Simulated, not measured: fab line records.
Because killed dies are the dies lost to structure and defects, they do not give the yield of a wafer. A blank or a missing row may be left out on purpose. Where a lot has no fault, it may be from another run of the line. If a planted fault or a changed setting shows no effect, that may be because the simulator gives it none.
Struck lot and sound lot, side by side	flow n5 finfet	39 steps out of a route of 1938
Sound: wafers L884.2, L884.3, L884.6. Struck: wafer L897.4; the same lot's L897.1 was not struck, so it is left out; see the end for the cause.
Per side, at each step with rows, come the tool, then ch with its chambers, and then its first start. Under that, the readings that differ: sound wafers	struck wafers	difference of the means	sigmas: that difference in standard deviations of wafers without a fault.
alike: readings whose means differ by less than 2 such deviations, and words and numbers that are the same on both sides. not compared: withheld readings, readings that some wafer has no value for, bounds like >300 that may hide the same value, and numbers for which the record gives no deviation and whose values overlap.
Wherever a step has rows on one side only, a row that says differs or no value, or a row with sigmas, the two part there. When numbers do not overlap yet have no deviation, they are printed without sigmas and do not part them. A reading missing from all wafers of one side parts the sides only when that side holds two or more wafers.

first, 9 steps without rows for these wafers: N5_HKMG_FIN_DESCUM_17 (chemistry O2, time 7.9 s); N5_HKMG_FIN_ETCH_31 (etches SiARC in CF4, target depth 45.5 nm, time 75.8 s); N5_HKMG_FIN_ETCH_32 (etches SOC in N2/H2, target depth 240 nm, time 300 s); N5_HKMG_FIN_STRIP_33 (strips in N2/H2); N5_HKMG_FIN_STRIP_34 (strips in CF4); N5_HKMG_FIN_ETCH_35 (etches SOC in N2/H2, target depth 215.8 nm, time 243.4 s); N5_HKMG_FIN_STRIP_92 (strips SOC in N2/H2, time 20 s); N5_HKMG_FIN_WET_ETCH_18 (etches TiN in SC1, time 55 s, target depth 5.2 nm, rinse time 30 s); N5_HKMG_FIN_STRIP_19 (strips in N2/H2, time 360 s).
N5_HKMG_FIN_ALD_91: deposits TiN, target thk 1 nm, pulse time 1 s, purge time 3 s.
  sound on ald metal-04 ch 1,3, day 4 20:54; struck on ald metal-04 ch 3, day 8 06:31
reading	sound	struck	difference	sigmas
ald cycles	47 47 47	44	-3	
  alike: heater power w, precursor pulse height rel
then, 27 steps without rows for these wafers: N5_HKMG_FIN_COAT_85 (time 60 s, resist thk 300 nm); N5_HKMG_FIN_ETCH_86 (etches SOC in N2/H2, stops on TiN, target depth 393.2 nm); N5_HKMG_FIN_STRIP_89 (strips SOC in N2/H2, time 20 s); N5_HKMG_FIN_WET_ETCH_87 (etches TiN in SC1, time 154.2 s, target depth 4.7 nm, rinse time 30 s); N5_HKMG_FIN_STRIP_88 (strips in N2/H2, time 360 s); N5_HKMG_FIN_NWFM_ALD_20 (deposits TiAlC, target thk 2 nm, pulse time 3 s, purge time 2 s); N5_HKMG_FIN_ALD_71 (deposits TiN, target thk 1 nm, pulse time 1 s, purge time 3 s); N5_HKMG_FIN_COAT_66 (time 60 s, resist thk 300 nm); N5_HKMG_FIN_ETCH_67 (etches SOC in N2/H2, stops on TiN, target depth 388.9 nm); N5_HKMG_FIN_STRIP_90 (strips SOC in N2/H2, time 20 s); N5_HKMG_FIN_WET_ETCH_73 (etches the open film in SC1, time 42.3 s, target depth 1.3 nm, rinse time 30 s); N5_HKMG_FIN_ETCHBACK_68 (etches the open film in Cl2/Ar, stops on HfO2, target depth 0.5 nm); N5_HKMG_FIN_STRIP_69 (strips in N2/H2, time 360 s); N5_HKMG_FIN_ALD_21 (deposits TiN, target thk 1.5 nm, pulse time 1 s, purge time 3 s); N5_HKMG_FIN_ALD_72 (deposits W, target thk 2 nm, pulse time 1 s, purge time 2 s); N5_HKMG_FIN_W_FILL_22 (material W, target thk 60 nm, time 18.2 s); N5_HKMG_FIN_PRECLEAN_83 (cleans in DIW, time 57.5 s); N5_HKMG_FIN_SRD_84 (dry time 32 s); N5_HKMG_FIN_CMP_23 (polishes, stops on SiNx, t overpolish 10 s, target thk 46.326 nm); N5_HKMG_FIN_CMP_94 (polishes, stops on SiNx, t overpolish 4.7 s, target thk 43.299 nm); N5_GATE_CUT_ETCHBACK_00 (etches W in SF6/Cl2); N5_GATE_CUT_ETCH_56 (etches TiN in Cl2/Ar, target depth 21.6 nm); N5_GATE_CUT_ETCHBACK_30 (etches TiN in Cl2/Ar, target depth 3 nm); N5_GATE_CUT_VAPOR_ETCH_60 (etches HfO2 in BCl3/Cl2); N5_GATE_CUT_ETCH_58 (etches SiNx in CH3F/O2, target depth 17 nm, time 128.6 s); N5_GATE_CUT_STRIP_59 (strips in N2/H2, time 20 s); N5_GATE_CUT_PRECLEAN_31 (cleans in DIW, time 300 s).
-- record jumps: 4 days separate the struck wafers' starts on either side; left off in module GATE_CUT, taken up again in module BEOL_M4, whose first shown step is the route's number 1111 --
N5_BEOL_M4_RC_MEAS_101:
  sound on prober-01 ch 0, day 8 20:35; struck on prober-02 ch 0, day 11 22:40
reading	sound	struck	difference	sigmas
IOFF_N (nA/um)	0.16 0.17 0.17	0.32	+0.15	+3
IOFF_N_LONG (nA/um)	5.49e-05 5.52e-05 5.7e-05	6.45e-05	+8.80e-06	+3
ION_N (uA/um)	680 657 674	721	+51	+3
SS_P (mV/dec)	73.0 73.4 73.2	75.0	+1.8	+2
VT_N (mV)	248 249 253	238	-12	-3
VT_N_LONG (mV)	273.8 276.6 273.4	267.7	-6.9	-3
  alike: DIBL_N, DIBL_P, IOFF_P, ION_P, SS_N, VT_P
-- a jump in the record: the struck wafers' starts before and after are 5 days apart (it breaks off in module BEOL_M4 and resumes in module PASSIVATION, where the first step shown is number 1936 of the route) --
N5_PASSIVATION_PROBE_49:
  only the struck wafers here have rows in the record (prober-02, day 16 20:43); the sound ones have none

## WHERE THEY PART
Earliest at N5_BEOL_M4_RC_MEAS_101; latest, in this record, at N5_PASSIVATION_PROBE_49.

WHY: what the simulator had put in
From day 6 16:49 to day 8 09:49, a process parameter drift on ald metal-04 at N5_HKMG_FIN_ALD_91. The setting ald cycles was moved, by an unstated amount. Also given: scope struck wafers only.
